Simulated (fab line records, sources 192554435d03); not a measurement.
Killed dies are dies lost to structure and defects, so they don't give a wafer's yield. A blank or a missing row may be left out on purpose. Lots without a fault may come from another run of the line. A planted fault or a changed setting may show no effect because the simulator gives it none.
fab line records | flow n5_finfet
record lots=7 wafers=39
route steps=1938 shown FIN_SAQP@147 DUMMY_GATE@228 SPACER0@260 SD_EPI_N@275 HKMG_FIN@403
start_h: hours from the record's first day to the start of the lot's first wafer shown | wait_h: hours since the lot's step before | " the same as in the row above | L1.1+2: a row that stands for several wafers | - no value, or no start given | * or withheld: withheld | < > ~ a bound
route shown NAME@n: a module of which the file shows steps, and the number in the route of the first | usual: mean/standard deviation of fault-free wafers | same: alike in all rows | chamber/n: place in a boat | sites: the reading at each site | _std_site: their standard deviation | _edge_site: outer sites' mean less inner sites' | radius_mm: how far each site lies from the wafer's centre | mask NAME#n: copy n | behind: the tool/chamber that last shaped the wafer | hold: why the lot was held/for how many hours/how that ended | device: the transistor (n, p or np) that didn't switch | end of line: the same wafers' tests at the end of the route | a step without rows: its recipe alone | killed: dies lost to structure and defects at the first sort, not the wafer's yield | map: a wafer's dies, x killed, . not, _ none there
set.NAME: the setting as run; set.NAME@STEP: as run at that earlier step | model.NAME: the simulator's own value behind a step, which no gauge read
lots whose settings were changed on purpose; a table a step, a row a wafer
## steps
# step N5_FIN_SAQP_FIN_ETCH_36
# recipe chemistry=HBr/Cl2/O2 target_depth_a=1200 mask_material=SiNx time_s=50.4 bias_w=102 pressure_mtorr=10 icp_w=800 HBr_flow_sccm=150 Cl2_flow_sccm=80 O2_flow_sccm=12
# columns lot.wafer tool chamber start_h wait_h set.bias_w model.etch.depth_nm model.FIN_SAQP.feature_depth_nm
L076.1 rie_si-06 3 40.13 0.0 102 121.2 121.2
L076.2 " 0 " " 115.3 125.7 125.6
L076.3 " 2 " " 102 122 122
L076.4 " 1 " " 115.3 125.5 125.4
L076.5 " 0 " " 102 121.5 121.6
L076.6 " 1 " " 115.3 124.9 125
L085.1 rie_si-04 3 96.63 0.0 85.43 114.4 114.4
L085.2 " 2 " " 102 121.7 121.6
L085.3 " 0 " " 85.43 114.6 114.6
L085.4 " 1 " " 85.43 118.5 118.4
L085.5 " 2 " " 102 121.2 121.2
L085.6 " 1 " " 102 123 123
L086.1 rie_si-05 3 99.20 0.0 102 120.1 120
L086.2 " 1 " " 112.3 125 125
L086.3 " 2 " " 112.3 123.6 123.6
L086.4 " 2 " " 102 121 121
L086.5 " 1 " " 102 121.1 121.2
L086.6 " 3 " " 112.3 123.4 123.4
L089.1 rie_si-05 2 118.63 0.0 102 119.5 119.6
L089.2 " 1 " " 102 121.5 121.4
L089.3 " 3 " " 102 120.1 120
L089.4 " 0 " " 95.26 117.5 117.6
L089.5 " 3 " " 95.26 118.5 118.4
L089.6 " 2 " " 95.26 116.3 116.2
L090.1 rie_si-06 0 121.52 0.0 110.4 122.5 122.6
L090.2 " 1 " " 110.4 122 122
L090.3 " 2 " " 110.4 124.1 124
L090.4 " 3 " " 102 120.4 120.4
L090.5 " 1 " " 102 121.1 121
L090.6 " 0 " " 102 120.8 120.8
L094.1 rie_si-04 0 146.78 0.0 102 120 120
L094.2 " 3 " " 102 119.6 119.6
L094.3 " 2 " " 102 121 121
L094.4 " 1 " " 102 122.2 122.2
L094.5 " 0 " " 102 118.5 118.6
L094.6 " 1 " " 102 121.9 121.8
L095.1 rie_si-04 1 152.67 0.0 102 121.1 121
L095.2 " 0 " " 102 118.7 118.8
L095.5 " 3 " " 102 118.8 118.8
# step N5_DUMMY_GATE_EXPOSE_12
# recipe mask_id=GATE na=0.33 source_shape=annular sigma_inner=0.2 sigma_outer=0.6 polarization=unpolarized target_cd_nm=25 dose_mj=34
# columns lot.wafer tool chamber start_h wait_h mask set.dose_mj
L076.1+2+3+4+5+6 euv_scanner-01 0 59.66 - GATE#0 34
L085.1+2+3+4+5+6 euv_scanner-02 0 117.64 - GATE#0 34
L086.1+2+3+4+5+6 euv_scanner-01 0 122.50 - GATE#0 34
L089.1+2+6 euv_scanner-01 0 138.08 - GATE#0 32.77
L089.3+4+5 " 0 " " GATE#0 34
L090.1+2+4 euv_scanner-01 0 142.62 - GATE#0 35.7
L090.3+5+6 " 0 " " GATE#0 34
L094.1+4+5 euv_scanner-02 0 166.46 - GATE#0 36.19
L094.2+3+6 " 0 " " GATE#0 34
L095.1+2+5 euv_scanner-02 0 171.35 - GATE#0 34
# step N5_DUMMY_GATE_PEB_13
# recipe peb_temp_c=100 peb_time_s=60 resist=CAR-EUV
# step N5_DUMMY_GATE_DEVELOP_14
# recipe develop_time_s=30 developer=TMAH resist=CAR-EUV rinse_liquid=surfactant_rinse dry=air_spin dev_temp_c=23
# step N5_DUMMY_GATE_CD_MEAS_15
# recipe target_cd_nm=25.8 landing_energy_ev=500 detector=se_inlens
# usual cd_nm=24.96/0.26
# columns lot.wafer tool chamber start_h wait_h set.dose_mj@DUMMY_GATE_EXPOSE_12 cd_nm
L076.1 cd_sem-03 0 59.78 - 34 25.48
L076.2 " 0 " " 34 25.06
L076.3 " 0 " " 34 25.38
L076.4 " 0 " " 34 24.96
L076.5 " 0 " " 34 25.48
L076.6 " 0 " " 34 25.29
L085.1 cd_sem-02 0 117.77 - 34 24.49
L085.2 " 0 " " 34 24.74
L085.3 " 0 " " 34 25.42
L085.4 " 0 " " 34 25.00
L085.5 " 0 " " 34 25.22
L085.6 " 0 " " 34 25.33
L086.1 cd_sem-01 0 122.63 - 34 24.96
L086.2 " 0 " " 34 24.63
L086.3 " 0 " " 34 24.59
L086.4 " 0 " " 34 24.97
L086.5 " 0 " " 34 24.78
L086.6 " 0 " " 34 25.08
L089.1 cd_sem-03 0 138.21 - 32.77 25.44
L089.2 " 0 " " 32.77 25.25
L089.3 " 0 " " 34 24.92
L089.4 " 0 " " 34 24.68
L089.5 " 0 " " 34 24.68
L089.6 " 0 " " 32.77 25.53
L090.1 cd_sem-03 0 142.75 - 35.7 23.77
L090.2 " 0 " " 35.7 24.08
L090.3 " 0 " " 34 24.65
L090.4 " 0 " " 35.7 23.59
L090.5 " 0 " " 34 24.71
L090.6 " 0 " " 34 24.96
L094.1 cd_sem-01 0 166.58 - 36.19 23.85
L094.2 " 0 " " 34 25.05
L094.3 " 0 " " 34 25.30
L094.4 " 0 " " 36.19 24.04
L094.5 " 0 " " 36.19 23.81
L094.6 " 0 " " 34 25.14
L095.1 cd_sem-02 0 171.48 - 34 24.95
L095.2 " 0 " " 34 25.04
L095.5 " 0 " " 34 24.85
# step N5_DUMMY_GATE_STRIP_38
# recipe chemistry=N2/H2 temp_c=40 n2_flow_sccm=200 h2_flow_sccm=200 rf_frequency_hz=6e+07
# step N5_DUMMY_GATE_STRIP_39
# recipe chemistry=N2/H2 temp_c=40 n2_flow_sccm=200 h2_flow_sccm=200 rf_frequency_hz=6e+07
# step N5_DUMMY_GATE_TRIM_49
# recipe chemistry=O2 resist=SOC time_s=29 target_cd_nm=14 source_power_w=300 bias_power_w=0 O2_flow_sccm=100 temp_c=20
# columns lot.wafer tool chamber start_h wait_h set.dose_mj@DUMMY_GATE_EXPOSE_12 model.DUMMY_GATE.cd_nm
L076.1+2+3+6 rie_si-03 2,1,3,0 60.14 0.0 34 14.2
L076.4+5 " 0,3 " " 34 14
L085.1 rie_si-02 0 118.20 0.0 34 14.4
L085.2+3+4+5+6 " 1,2,3,2,3 " " 34 14
L086.1+2 rie_si-02 0,3 123.45 0.0 34 14
L086.3+6 " 2,3 " " 34 13.8
L086.4 " 1 " " 34 14.2
L086.5 " 2 " " 34 13.6
L089.1+6 rie_si-01 2,0 138.63 0.0 32.77 14.8
L089.2 " 1 " " 32.77 15
L089.3+4 " 3,0 " " 34 13.8
L089.5 " 3 " " 34 14.2
L090.1+2 rie_si-02 1,2 143.11 0.0 35.7 13
L090.3 " 0 " " 34 14.2
L090.4 " 3 " " 35.7 12.6
L090.5 " 2 " " 34 14
L090.6 " 1 " " 34 13.6
L094.1+5 rie_si-03 1,0 166.94 0.0 36.19 12.8
L094.2 " 0 " " 34 14
L094.3+6 " 3 " " 34 13.8
L094.4 " 2 " " 36.19 13
L095.1 rie_si-02 2 171.83 0.0 34 13.6
L095.2 " 0 " " 34 14.2
L095.5 " 3 " " 34 14
# step N5_SPACER0_ALD_08
# recipe material=SiNx target_thk_a=20 temp_c=400 ald_precursor_family=SiH2I2 ald_co_reactant=N2/H2-plasma pressure_torr=2
# columns lot.wafer tool chamber start_h wait_h set.target_thk_a
L076.1+4+5 ald_sin-02 2,0,1 62.29 0.1 20
L076.2+3+6 " 1,3,0 " " 18.61
L085.1+3+6 ald_sin-04 2,1,2 119.77 0.1 21.67
L085.2+4+5 " 0,3,1 " " 20
L086.1+3+6 ald_sin-03 3,2,1 124.89 0.1 20
L086.2+4+5 " 0,1,2 " " 18.41
L089.1+3+4 ald_sin-02 1,3,0 140.51 0.1 17.08
L089.2+5+6 " 2,1,0 " " 20
L090.1+4+6 ald_sin-03 1,3,1 145.02 0.1 21.15
L090.2+3+5 " 2,0,0 " " 20
L094.1+3+4 ald_sin-03 0,1,1 168.32 0.1 20
L094.2+5+6 " 3,3,0 " " 21.74
L095.1+2+5 ald_sin-03 1,3,3 173.39 0.1 20
# step N5_SD_EPI_N_ETCH_35
# recipe chemistry=N2/H2 target=SOC overetch_a=1080 mask_material=SiARC temp_c=40 ion_energy_ev=100 source_w=3000 bias_w=133 pressure_mtorr=20 time_s=486 n2_flow_sccm=200 h2_flow_sccm=200
# columns lot.wafer tool chamber start_h wait_h set.time_s model.SD_EPI_N.cd_nm model.SiARC_of_SD_EPI_N_COAT_33.thk_nm
L076.1 rie_diel-05 0 62.90 0.0 573 123.6 17
L076.2 " 3 " " 573 122 17
L076.3 " 1 " " 486 120.6 19.8
L076.4 " 2 " " 486 120.8 20
L076.5 " 1 " " 573 122.8 17.2
L076.6 " 0 " " 486 121 19.6
L085.1 rie_diel-05 0 120.51 0.0 486 119.6 19.8
L085.2 " 3 " " 576.1 123.4 16.8
L085.3 " 1 " " 576.1 123 17
L085.4 " 2 " " 486 120.6 20.2
L085.5 " 1 " " 486 120.2 20
L085.6 " 0 " " 576.1 122.2 17
L086.1 rie_diel-02 0 125.78 0.0 555 120.2 18
L086.2 " 2 " " 486 118.8 20
L086.3 " 1 " " 555 120.2 18.2
L086.4 " 3 " " 555 122.4 17.6
L086.5 " 3 " " 486 120 20
L086.6 " 0 " " 486 117.8 20.2
L089.1 rie_diel-05 3 141.13 0.0 486 117.6 20
L089.2 " 2 " " 397.4 115.2 23
L089.3 " 0 " " 486 119.6 19.8
L089.4 " 1 " " 397.4 116.2 22.8
L089.5 " 3 " " 397.4 115.8 22.6
L089.6 " 2 " " 486 118.8 20.2
L090.1 rie_diel-05 0 146.05 0.0 486 120.2 19.6
L090.2 " 2 " " 486 119 20.2
L090.3 " 3 " " 575.4 122.2 16.8
L090.4 " 1 " " 575.4 122 17.2
L090.5 " 2 " " 575.4 122.8 17.2
L090.6 " 3 " " 486 120 19.8
L094.1 rie_diel-03 1 169.16 0.0 393.4 118 23.2
L094.2 " 3 " " 393.4 118.2 22.6
L094.3 " 2 " " 486 122 19.8
L094.4 " 3 " " 393.4 119.8 22.8
L094.5 " 2 " " 486 121 19.8
L094.6 " 1 " " 486 120.4 20.2
L095.1 rie_diel-02 2 174.12 0.0 486 121.6 19.6
L095.2 " 3 " " 486 121 19.2
L095.5 " 0 " " 486 119.4 19.6
# step N5_SD_EPI_N_STRIP_36
# recipe chemistry=N2/H2 temp_c=40 n2_flow_sccm=200 h2_flow_sccm=200 rf_frequency_hz=6e+07
# step N5_SD_EPI_N_ETCHBACK_44
# recipe chemistry=CH3F/O2 mode=anisotropic_etchback target=SiNx target_depth_a=145 stop_on=SiO2 over_etch_frac=0.3 ion_energy_ev=120 pressure_mtorr=30 source_w=395 bias_w=73 Ar_flow_sccm=150 CH3F_flow_sccm=30 O2_flow_sccm=20
# columns lot.wafer tool chamber start_h wait_h set.time_s@SD_EPI_N_ETCH_35 model.SiARC_of_SD_EPI_N_COAT_33.thk_nm
L076.1+2 rie_diel-05 0,3 63.22 0.0 573 13.2
L076.3 " 1 " " 486 16
L076.4 " 2 " " 486 16.4
L076.5 " 1 " " 573 13.4
L076.6 " 0 " " 486 15.8
L085.1 rie_diel-05 0 120.83 0.0 486 16
L085.2 " 3 " " 576.1 13
L085.3+6 " 1,0 " " 576.1 13.2
L085.4 " 2 " " 486 16.4
L085.5 " 1 " " 486 16.2
L086.1 rie_diel-02 0 126.10 0.0 555 14.2
L086.2+6 " 2,0 " " 486 16.4
L086.3 " 1 " " 555 14.4
L086.4 " 3 " " 555 13.8
L086.5 " 3 " " 486 16
L089.1 rie_diel-05 3 141.46 0.0 486 16.2
L089.2 " 2 " " 397.4 19.2
L089.3 " 0 " " 486 16
L089.4 " 1 " " 397.4 19
L089.5 " 3 " " 397.4 18.8
L089.6 " 2 " " 486 16.4
L090.1 rie_diel-05 0 146.38 0.0 486 15.8
L090.2 " 2 " " 486 16.6
L090.3 " 3 " " 575.4 13
L090.4+5 " 1,2 " " 575.4 13.4
L090.6 " 3 " " 486 16
L094.1 rie_diel-03 1 169.48 0.0 393.4 19.4
L094.2 " 3 " " 393.4 18.8
L094.3+5 " 2 " " 486 16
L094.4 " 3 " " 393.4 19
L094.6 " 1 " " 486 16.4
L095.1+5 rie_diel-02 2,0 174.45 0.0 486 15.8
L095.2 " 3 " " 486 15.4
# step N5_SD_EPI_N_ETCH_45
# recipe chemistry=CH3F/O2 target=SiOCN target_depth_a=60 mask_material=SOC ion_energy_ev=60 bias_w=29 pressure_mtorr=15 source_w=410 Ar_flow_sccm=150 CH3F_flow_sccm=30 O2_flow_sccm=20
# step N5_SD_EPI_N_ETCH_16
# recipe chemistry=CHF3/O2 target=SiO2 target_depth_a=50 mask_material=SOC pressure_mtorr=30 source_w=650 bias_w=170 Ar_flow_sccm=200 CHF3_flow_sccm=50 O2_flow_sccm=5 ion_energy_ev=200
# step N5_SD_EPI_N_SD_RECESS_17
# recipe chemistry=HBr/Cl2/O2 target_depth_a=410 mask_material=SOC time_s=23.7 bt_time_s=3 pressure_mtorr=10 icp_w=800 bias_w=112 HBr_flow_sccm=150 Cl2_flow_sccm=80 O2_flow_sccm=12
# step N5_SD_EPI_N_STRIP_38
# recipe chemistry=N2/H2 power_w=1000 temp_c=250 h2_frac=0.65 overash_fraction=0.3 pressure_mtorr=withheld n2_flow_sccm=1750 h2_flow_sccm=3250
# step N5_SD_EPI_N_WET_ETCH_43
# recipe chemistry=dHF dilution=withheld time_s=14 target=SiO2 target_depth_a=15 temp_c=25
# columns lot.wafer tool chamber start_h wait_h set.target_thk_a@SPACER0_ALD_08 model.SiNx_of_SPACER0_ALD_08.thk_nm
L076.1+4+5 wet_bench-06 6,2,3 63.68 - 20 1.6
L076.2+3+6 " 7,0,1 " " 18.61 1.4
L085.1+3+6 wet_bench-03 3,4,5 121.28 - 21.67 1.8
L085.2+4+5 " 1,6,2 " " 20 1.6
L086.1+3+6 wet_bench-03 1,5,2 126.56 - 20 1.6
L086.2+4+5 " 3,0,4 " " 18.41 1.4
L089.1+3+4 wet_bench-06 1,6,7 141.91 - 17.08 1.2
L089.2+5+6 " 5,0,2 " " 20 1.6
L090.1+4+6 wet_bench-03 1,5,4 146.85 - 21.15 1.6
L090.2+3+5 " 2,6,3 " " 20 1.6
L094.1+3+4 wet_bench-06 4,0,1 169.94 - 20 1.6
L094.2+5+6 " 2,3,7 " " 21.74 1.8
L095.1+2+5 wet_bench-03 1,0,2 174.90 - 20 1.6
# step N5_HKMG_FIN_ETCH_55
# recipe chemistry=N2/H2 target=SOC target_depth_a=2400 temp_c=40 time_s=300 ion_energy_ev=200 mask_material=SiARC pressure_mtorr=30 source_w=840 bias_w=150 n2_flow_sccm=200 h2_flow_sccm=200
# usual rf_vpp_V=525.5/2.4
# columns lot.wafer tool chamber start_h wait_h set.bias_w rf_vpp_V model.etch.depth_nm model.HKMG_FIN.feature_depth_nm model.SiARC_of_HKMG_FIN_COAT_42.thk_nm
L076.1 rie_diel-02 0 84.28 0.0 164.5 559.8 247.5 247.4 19.6
L076.2 " 3 " " 150 527.0 246.6 246.6 20.8
L076.3 " 2 " " 150 520.9 238.6 238.6 21.4
L076.4 " 1 " " 164.5 554.3 248.6 248.6 20
L076.5 " 3 " " 150 527.8 245.4 245.4 21
L076.6 " 2 " " 164.5 550.9 251.1 251.2 19.6
L085.1 rie_diel-03 2 141.84 0.0 150 529.6 238.1 238.2 21.6
L085.2 " 3 " " 138.1 498.1 230.3 230.4 22.8
L085.3 " 1 " " 138.1 500.3 225.2 225.2 23
L085.4 " 2 " " 150 527.3 238 238 21.4
L085.5 " 3 " " 138.1 497.0 232.3 232.2 22.8
L085.6 " 1 " " 150 527.0 233.8 233.8 21.6
L086.1 rie_diel-03 3 148.33 0.0 176.6 581.2 264.5 264.6 18
L086.2 " 2 " " 150 529.4 241.2 241.2 21.2
L086.3 " 1 " " 176.6 585.6 257.9 258 18
L086.4 " 1 " " 150 526.3 235.4 235.4 21.4
L086.5 " 3 " " 176.6 582.1 266.6 266.6 17.8
L086.6 " 2 " " 150 528.8 240.7 240.6 21.2
L089.1 rie_diel-02 3 162.65 0.0 124.2 468.6 222.8 222.8 24
L089.2 " 2 " " 124.2 461.6 216.6 216.6 24.4
L089.3 " 1 " " 150 522.6 236.8 236.8 21.4
L089.4 " 0 " " 124.2 467.4 217 217 24.2
L089.5 " 2 " " 150 520.8 238.8 238.8 21.2
L089.6 " 1 " " 150 522.5 236.3 236.2 21.4
L090.1 rie_diel-05 2 168.81 0.0 122.4 462.6 211.6 211.6 24.8
L090.2 " 3 " " 150 525.8 239.1 239.2 21.2
L090.3 " 0 " " 150 527.7 241.2 241.2 21
L090.4 " 1 " " 150 521.2 236.4 236.4 21.6
L090.5 " 0 " " 122.4 462.6 217.8 217.8 24.4
L090.6 " 3 " " 122.4 461.1 216.1 216 24.6
L094.1 rie_diel-05 1 192.70 0.0 150 522.5 239.3 239.2 21.2
L094.2 " 2 " " 123.2 463.6 214.3 214.2 24.4
L094.3 " 0 " " 123.2 465.3 217.5 217.6 24.2
L094.4 " 1 " " 150 522.4 238.9 238.8 21.2
L094.5 " 0 " " 123.2 464.9 217.5 217.4 24.2
L094.6 " 2 " " 150 527.6 237.2 237.2 21.2
L095.1 rie_diel-02 3 199.97 0.0 150 527.1 242.4 242.4 20.8
L095.2 " 1 " " 150 523.5 235 235 21.4
L095.5 " 0 " " 150 526.2 238.3 238.2 20.8
## key
split step=N5_FIN_SAQP_FIN_ETCH_36 setting=bias_w stated=102 by=wafer
response step=N5_FIN_SAQP_FIN_ETCH_36 reading=model.etch.depth_nm change=+0.339 per=1% r=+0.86
response step=N5_FIN_SAQP_FIN_ETCH_36 reading=model.FIN_SAQP.feature_depth_nm change=+0.337 per=1% r=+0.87
split step=N5_DUMMY_GATE_EXPOSE_12 setting=dose_mj stated=34 by=wafer
response step=N5_DUMMY_GATE_CD_MEAS_15 reading=cd_nm change=-0.192 per=1% r=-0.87
response step=N5_DUMMY_GATE_TRIM_49 reading=model.DUMMY_GATE.cd_nm change=-0.19 per=1% r=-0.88
split step=N5_SPACER0_ALD_08 setting=target_thk_a stated=20 by=wafer
response step=N5_SD_EPI_N_WET_ETCH_43 reading=model.SiNx_of_SPACER0_ALD_08.thk_nm change=+0.0243 per=1% r=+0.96
split step=N5_SD_EPI_N_ETCH_35 setting=time_s stated=486 by=wafer
response step=N5_SD_EPI_N_ETCH_35 reading=model.SD_EPI_N.cd_nm change=+0.139 per=1% r=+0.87
response step=N5_SD_EPI_N_ETCH_35 reading=model.SiARC_of_SD_EPI_N_COAT_33.thk_nm change=-0.155 per=1% r=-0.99
response step=N5_SD_EPI_N_ETCHBACK_44 reading=model.SiARC_of_SD_EPI_N_COAT_33.thk_nm change=-0.156 per=1% r=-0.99
split step=N5_HKMG_FIN_ETCH_55 setting=bias_w stated=150 by=wafer
response step=N5_HKMG_FIN_ETCH_55 reading=rf_vpp_V change=+3.28 per=1% r=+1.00
response step=N5_HKMG_FIN_ETCH_55 reading=model.etch.depth_nm change=+1.18 per=1% r=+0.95
response step=N5_HKMG_FIN_ETCH_55 reading=model.HKMG_FIN.feature_depth_nm change=+1.18 per=1% r=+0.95
response step=N5_HKMG_FIN_ETCH_55 reading=model.SiARC_of_HKMG_FIN_COAT_42.thk_nm change=-0.174 per=1% r=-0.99
